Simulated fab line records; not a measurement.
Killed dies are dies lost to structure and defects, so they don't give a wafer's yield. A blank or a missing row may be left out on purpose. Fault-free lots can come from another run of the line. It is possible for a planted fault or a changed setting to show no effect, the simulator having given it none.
Chamber matching :: flow nand harc :: NHARC_P_CONTACT_ALD_22 on ald metal-01 has 4 sister chambers
The step deposits TiN, target thk 3 nm, pulse time 1 s, ald cycles 150. 8 wafers are shown with their chamber, then 8 later ones without.

== WAFERS WITH THEIR CHAMBER ==
wafer: L078.6
chamber: 0
heater power w (W): 1221
precursor pulse height rel: 1.007

wafer: L077.1
chamber: 3
heater power w (W): 1151
precursor pulse height rel: 0.999

wafer: L082.1
chamber: 0
heater power w (W): 1243
precursor pulse height rel: 1.034

wafer: L082.6
chamber: 1
heater power w (W): 1155
precursor pulse height rel: 0.995

wafer: L085.1
chamber: 3
heater power w (W): 1131
precursor pulse height rel: 0.970

wafer: L085.2
chamber: 2
heater power w (W): 986
precursor pulse height rel: 1.005

wafer: L085.3
chamber: 1
heater power w (W): 1148
precursor pulse height rel: 0.989

wafer: L087.1
chamber: 2
heater power w (W): 994
precursor pulse height rel: 0.982

== WAFERS MISSING THEIR CHAMBER ==
wafer: L087.4
heater power w (W): 1187
precursor pulse height rel: 1.030

wafer: L087.6
heater power w (W): 1128
precursor pulse height rel: 1.026

wafer: L090.1
heater power w (W): 1200
precursor pulse height rel: 1.000

wafer: L090.3
heater power w (W): 993
precursor pulse height rel: 1.008

wafer: L090.6
heater power w (W): 980
precursor pulse height rel: 0.982

wafer: L096.1
heater power w (W): 1131
precursor pulse height rel: 1.012

wafer: L096.2
heater power w (W): 1225
precursor pulse height rel: 1.017

wafer: L096.6
heater power w (W): 990
precursor pulse height rel: 0.987

== THE CHAMBER EACH PASSED THROUGH ==
wafer: L087.4
from the rows above: can't be placed: 1 or 0 or 3
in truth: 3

wafer: L087.6
from the rows above: can't be placed: 3 or 1
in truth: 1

wafer: L090.1
from the rows above: can't be placed: 0 or 1
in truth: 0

wafer: L090.3
from the rows above: 2
in truth: 2

wafer: L090.6
from the rows above: 2
in truth: 2

wafer: L096.1
from the rows above: can't be placed: 3 or 1
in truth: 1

wafer: L096.2
from the rows above: 0
in truth: 0

wafer: L096.6
from the rows above: 2
in truth: 2
Correctly placed: 4 of 8. These rows do not allow placing 4 (true chamber among the candidates in 4). Wrongly placed: 0.
How it was worked out, from the rows above alone: a wafer's distance from a chamber is the root of the sum, over the readings, of the square of ((its reading less the chamber's mean) divided by the reading's scatter). If the next closest chamber is less than 2 further off than the closest, the wafer can't be placed; otherwise it belongs to the closest. The mean given for a chamber averages the wafers shown for that chamber. How the scatter is found: for the shown wafers, subtract from each reading the mean of its chamber, square and add these, divide the total by (wafers less chambers), then take the root.
